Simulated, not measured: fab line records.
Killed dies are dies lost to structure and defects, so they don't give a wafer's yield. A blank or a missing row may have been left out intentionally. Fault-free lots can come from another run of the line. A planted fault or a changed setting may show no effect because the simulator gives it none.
Which tool is to blame? :: flow n5-finfet :: 9 lots, 25 wafers sampled, at 5 steps of a route of 1938

== WHAT THE GAUGES SHOWED, per wafer ==
N5_BEOL_M4_RC_MEAS_101.
lot: L271
measured: day 8 11:45
on: prober-02
IOFF_N_LONG (nA/um): 5.24e-05 5.32e-05 5.15e-05

lot: L274
measured: day 9 13:48
on: prober-01
IOFF_N_LONG (nA/um): 5.79e-05 5.91e-05 5.76e-05

lot: L275
measured: day 9 08:38
on: prober-01
IOFF_N_LONG (nA/um): 5.46e-05 5.45e-05 5.38e-05

lot: L277
measured: day 9 18:23
on: prober-01
IOFF_N_LONG (nA/um): 5.47e-05 5.36e-05 5.48e-05

lot: L286
measured: day 12 13:16
on: prober-01
IOFF_N_LONG (nA/um): 5.66e-05 5.63e-05 9.03e-05

lot: L287
measured: day 12 10:06
on: prober-02
IOFF_N_LONG (nA/um): 5.55e-05 5.54e-05 8.98e-05

lot: L289
measured: day 12 16:34
on: prober-01
IOFF_N_LONG (nA/um): 5.84e-05 5.77e-05

lot: L288
measured: day 12 18:37
on: prober-02
IOFF_N_LONG (nA/um): 5.54e-05 5.57e-05 5.66e-05

lot: L290
measured: day 12 21:28
on: prober-02
IOFF_N_LONG (nA/um): 5.45e-05 5.42e-05

== EACH LOT AND THE TOOL THAT RAN IT (in order: tool; ch and the chambers of the sampled wafers; start) ==
lot: L271
N5_HKMG_FIN_ETCH_32: rie-diel-02 ch 0,2, day 4 04:36
N5_HKMG_FIN_STRIP_34: rie-diel-02 ch 0,2, day 4 04:47
N5_HKMG_FIN_NWFM_ALD_20: ald-metal-03 ch 0,1, day 4 06:28
N5_HKMG_FIN_STRIP_69: plasma-asher-01 ch 0,1, day 4 07:16

lot: L274
N5_HKMG_FIN_ETCH_32: rie-diel-05 ch 0,1,3, day 4 22:32
N5_HKMG_FIN_STRIP_34: rie-diel-05 ch 0,1,3, day 4 22:44
N5_HKMG_FIN_NWFM_ALD_20: ald-metal-01 ch 0,1,3, day 5 00:33
N5_HKMG_FIN_STRIP_69: plasma-asher-01 ch 0,1, day 5 01:29

lot: L275
N5_HKMG_FIN_ETCH_32: rie-diel-05 ch 0,1,2, day 5 02:47
N5_HKMG_FIN_STRIP_34: rie-diel-05 ch 0,1,2, day 5 02:58
N5_HKMG_FIN_NWFM_ALD_20: ald-metal-03 ch 0,3, day 5 04:49
N5_HKMG_FIN_STRIP_69: plasma-asher-02 ch 0,1, day 5 05:49

lot: L277
N5_HKMG_FIN_ETCH_32: rie-diel-06 ch 1,2,3, day 5 17:44
N5_HKMG_FIN_STRIP_34: rie-diel-06 ch 1,2,3, day 5 17:56
N5_HKMG_FIN_NWFM_ALD_20: ald-metal-02 ch 2,3, day 5 19:41
N5_HKMG_FIN_STRIP_69: plasma-asher-02 ch 0,1, day 5 20:29

lot: L286
N5_HKMG_FIN_ETCH_32: rie-diel-05 ch 1,2, day 7 19:50
N5_HKMG_FIN_STRIP_34: rie-diel-05 ch 1,2, day 7 20:02
N5_HKMG_FIN_NWFM_ALD_20: ald-metal-03 ch 0,3, day 7 21:46
N5_HKMG_FIN_STRIP_69: plasma-asher-01 ch 0,1, day 7 22:48

lot: L287
N5_HKMG_FIN_ETCH_32: rie-diel-06 ch 1,2, day 8 02:19
N5_HKMG_FIN_STRIP_34: rie-diel-06 ch 1,2, day 8 02:30
N5_HKMG_FIN_NWFM_ALD_20: ald-metal-03 ch 1,3, day 8 04:10
N5_HKMG_FIN_STRIP_69: plasma-asher-01 ch 0,1, day 8 05:15

lot: L289
N5_HKMG_FIN_ETCH_32: rie-diel-02 ch 0,3, day 8 15:10
N5_HKMG_FIN_STRIP_34: rie-diel-02 ch 0,3, day 8 15:22
N5_HKMG_FIN_NWFM_ALD_20: ald-metal-01 ch 2,3, day 8 17:06
N5_HKMG_FIN_STRIP_69: plasma-asher-01 ch 1, day 8 17:55

lot: L288
N5_HKMG_FIN_ETCH_32: rie-diel-06 ch 0,1,2, day 8 17:07
N5_HKMG_FIN_STRIP_34: rie-diel-06 ch 0,1,2, day 8 17:18
N5_HKMG_FIN_NWFM_ALD_20: ald-metal-02 ch 1,2,3, day 8 18:59
N5_HKMG_FIN_STRIP_69: plasma-asher-02 ch 0,1, day 8 19:52

lot: L290
N5_HKMG_FIN_ETCH_32: rie-diel-06 ch 2, day 8 21:08
N5_HKMG_FIN_STRIP_34: rie-diel-06 ch 2, day 8 21:19
N5_HKMG_FIN_NWFM_ALD_20: ald-metal-01 ch 1,3, day 8 23:02
N5_HKMG_FIN_STRIP_69: plasma-asher-01 ch 0, day 8 23:50
- N5_HKMG_FIN_ETCH_32: etches SOC in N2/H2, target depth 240 nm, time 300 s.
- N5_HKMG_FIN_STRIP_34: strips in CF4.
- N5_HKMG_FIN_NWFM_ALD_20: deposits TiAlC, target thk 2 nm, pulse time 3 s, purge time 2 s.
- N5_HKMG_FIN_STRIP_69: strips in N2/H2, time 360 s.

== THE ANSWER, worked out from the rows above alone ==
Rule: the lots themselves supply what counts as usual. Put in order of their means at a reading, lots are off if they are a third of the lots or fewer, leave a main group of 4 or more, and stand apart from it by a gap of 3 or more times the standard deviation of the main group's means; of several such gaps the widest counts. A main group whose means are all the same, to the digits that the tables above print for the reading, isn't used. Also off: a lot with no number at a reading for which 4 or more lots have one. All remaining lots with rows at the step are treated as sound.
Off: at N5_BEOL_M4_RC_MEAS_101 (IOFF_N_LONG), L286, L287. Main group: mean 5.54e-05 nA/um, sd 2e-06.
A tool fits if, at a process step before that reading, it ran every lot that is off, and no sound lot after the first of them. The gauges at N5_BEOL_M4_RC_MEAS_101 are tried like those tools. One fits: N5_HKMG_FIN_NWFM_ALD_20 on ald-metal-03. Its last sound lot is L275 (day 5 04:49), its first lot that is off L286 (day 7 21:46): a fault that began between those two fits.

== WHAT WAS PUT IN BY THE SIMULATOR ==
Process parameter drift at N5_HKMG_FIN_NWFM_ALD_20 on ald-metal-03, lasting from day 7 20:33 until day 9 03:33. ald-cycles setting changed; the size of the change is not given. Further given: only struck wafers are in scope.
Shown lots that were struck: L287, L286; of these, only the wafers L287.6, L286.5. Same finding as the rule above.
